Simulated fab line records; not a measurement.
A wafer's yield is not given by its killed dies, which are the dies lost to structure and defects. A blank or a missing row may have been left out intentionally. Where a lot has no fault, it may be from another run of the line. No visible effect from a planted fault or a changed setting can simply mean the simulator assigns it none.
Split-lot trial / flow n5 finfet / on a route of 1938 steps: 7 lots, 21 wafers read

## ABOUT THE SPLIT
At N5_FIN_SAQP_SPACER1_ALD_24 (deposits SiO2, target thk 20.3 nm, pulse time 1 s, purge time 2 s), the setting ald cycles was moved away from the recipe's 218 on 6 of the 21 wafers read, by -11.5% to +11.9%. This setting was run at the recipe's value on the other wafers.

## FROM THE SPLIT TO THE READING: what the file shows between them, 2 steps
- N5_FIN_SAQP_SPACER1_ETCHBACK_25: etches SiO2 in CHF3/O2, target depth 24.4 nm, time 12.2 s
- N5_FIN_SAQP_MANDREL1_REMOVE_56: chemistry HBr/Cl2/O2, target a-Si, stops on SiNx, bt time 10 s

## THE READING
cd nm, in nm, at N5_FIN_SAQP_CD_MEAS_27 (target cd 20 nm). Typical for fault-free wafers on this fab line: 20.28 nm, with standard deviation 0.26 nm.

wafer=L074.1; tool, chamber at the split=ald sin-01, 2; ald cycles as run=218; against the recipe=recipe; cd nm, nm=20.60; against lot-mates on the recipe=-
wafer=L074.3; tool, chamber at the split=ald sin-01, 1; ald cycles as run=241; against the recipe=+10.6%; cd nm, nm=22.37; against lot-mates on the recipe=+1.77
wafer=L074.5; tool, chamber at the split=ald sin-01, 1; ald cycles as run=241; against the recipe=+10.6%; cd nm, nm=22.82; against lot-mates on the recipe=+2.22
wafer=L077.3; tool, chamber at the split=ald sin-03, 0,1; ald cycles as run=218; against the recipe=recipe; cd nm, nm=20.10; against lot-mates on the recipe=-
wafer=L077.4; tool, chamber at the split=ald sin-03, 0,1; ald cycles as run=218; against the recipe=recipe; cd nm, nm=20.40; against lot-mates on the recipe=-
wafer=L077.6; tool, chamber at the split=ald sin-03, 2; ald cycles as run=218; against the recipe=recipe; cd nm, nm=20.75; against lot-mates on the recipe=-
wafer=L081.4; tool, chamber at the split=ald sin-03, 3; ald cycles as run=237; against the recipe=+8.7%; cd nm, nm=22.06; against lot-mates on the recipe=+1.74
wafer=L081.5; tool, chamber at the split=ald sin-03, 0; ald cycles as run=218; against the recipe=recipe; cd nm, nm=20.27; against lot-mates on the recipe=-
wafer=L081.6; tool, chamber at the split=ald sin-03, 1; ald cycles as run=218; against the recipe=recipe; cd nm, nm=20.37; against lot-mates on the recipe=-
wafer=L083.2; tool, chamber at the split=ald sin-03, 2,3,0; ald cycles as run=218; against the recipe=recipe; cd nm, nm=20.32; against lot-mates on the recipe=-
wafer=L083.3; tool, chamber at the split=ald sin-03, 2,3,0; ald cycles as run=218; against the recipe=recipe; cd nm, nm=20.00; against lot-mates on the recipe=-
wafer=L083.6; tool, chamber at the split=ald sin-03, 2,3,0; ald cycles as run=218; against the recipe=recipe; cd nm, nm=20.26; against lot-mates on the recipe=-
wafer=L087.1; tool, chamber at the split=ald sin-01, 3; ald cycles as run=193; against the recipe=-11.5%; cd nm, nm=17.75; against lot-mates on the recipe=-2.52
wafer=L087.3; tool, chamber at the split=ald sin-01, 2; ald cycles as run=218; against the recipe=recipe; cd nm, nm=20.31; against lot-mates on the recipe=-
wafer=L087.4; tool, chamber at the split=ald sin-01, 1; ald cycles as run=218; against the recipe=recipe; cd nm, nm=20.22; against lot-mates on the recipe=-
wafer=L093.2; tool, chamber at the split=ald sin-01, 3,2,0; ald cycles as run=218; against the recipe=recipe; cd nm, nm=20.09; against lot-mates on the recipe=-
wafer=L093.4; tool, chamber at the split=ald sin-01, 3,2,0; ald cycles as run=218; against the recipe=recipe; cd nm, nm=20.87; against lot-mates on the recipe=-
wafer=L093.6; tool, chamber at the split=ald sin-01, 3,2,0; ald cycles as run=218; against the recipe=recipe; cd nm, nm=20.62; against lot-mates on the recipe=-
wafer=L096.3; tool, chamber at the split=ald sin-01, 3,0; ald cycles as run=244; against the recipe=+11.9%; cd nm, nm=22.71; against lot-mates on the recipe=+2.64
wafer=L096.4; tool, chamber at the split=ald sin-01, 3,0; ald cycles as run=244; against the recipe=+11.9%; cd nm, nm=23.12; against lot-mates on the recipe=+3.05
wafer=L096.6; tool, chamber at the split=ald sin-01, 2; ald cycles as run=218; against the recipe=recipe; cd nm, nm=20.07; against lot-mates on the recipe=-
The file does not say which wafer passed through which chamber wherever a row lists several chambers: such a row stands for several wafers.

FIT RESULTS
A straight line over all 21 wafers: cd nm changes by +0.216 nm for each +1% of ald cycles; r = +0.98; the points scatter about the line by 0.25 nm.
The same after taking each lot's own level away (the mean of its wafers on the recipe; 21 wafers): +0.216 nm for each +1%; r = +0.98; scatter 0.24 nm.
The reading moves by 2.6 nm for the largest change in ald cycles, on that fit.
Across the lots, their own levels run from 20.070 to 20.600 nm, a range of 2.0 times the standard deviation given above.
Hence the lot-to-lot level has little effect on the slope; both slopes agree.
Check: for one of the wafers moved furthest among these (+11.9%), held out of the fit, the line's prediction against its lot-mates is +2.55 nm. Against them it came out at +2.64 nm.

## OTHER SPLITS APPLIED TO THESE WAFERS
Before the reading, these wafers also passed through other splits. Each is held against what the fit with the lots' levels taken away leaves over:
other split on the same wafers=N5_WELL_APT_COAT_02 spin rpm; wafers away from the commonest value=9; r with cd nm (lot level and that fit taken away)=+0.12
other split on the same wafers=N5_WELL_APT_EXPOSE_05 dose mj; wafers away from the commonest value=9; r with cd nm (lot level and that fit taken away)=-0.37
other split on the same wafers=N5_WELL_APT_EXPOSE_22 dose mj; wafers away from the commonest value=6; r with cd nm (lot level and that fit taken away)=+0.29
other split on the same wafers=N5_WELL_APT_DESCUM_30 time s; wafers away from the commonest value=9; r with cd nm (lot level and that fit taken away)=-0.25

## THE WHOLE CHAIN: every reading that the file lists as answering this split, in the file's order
step=N5_FIN_SAQP_SPACER1_ALD_24; what it does=deposits SiO2, target thk 20.3 nm, pulse time 1 s, purge time 2 s; reading=SiO2_of_FIN_SAQP_SPACER1_ALD_24.thk nm (the simulator's own value, which no gauge read); change (the file's fit)=+0.207 nm for each +1% of the setting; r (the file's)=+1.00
step=N5_FIN_SAQP_MANDREL1_REMOVE_56; what it does=chemistry HBr/Cl2/O2, target a-Si, stops on SiNx, bt time 10 s; reading=FIN_SAQP.cd nm (the simulator's own value, which no gauge read); change (the file's fit)=+0.207 nm for each +1% of the setting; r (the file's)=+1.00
step=N5_FIN_SAQP_CD_MEAS_27; what it does=target cd 20 nm; reading=cd nm; change (the file's fit)=+0.215 nm for each +1% of the setting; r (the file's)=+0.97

## FILE'S OWN FIT
cd nm changes by +0.215 nm for each +1% of ald cycles, r = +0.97.
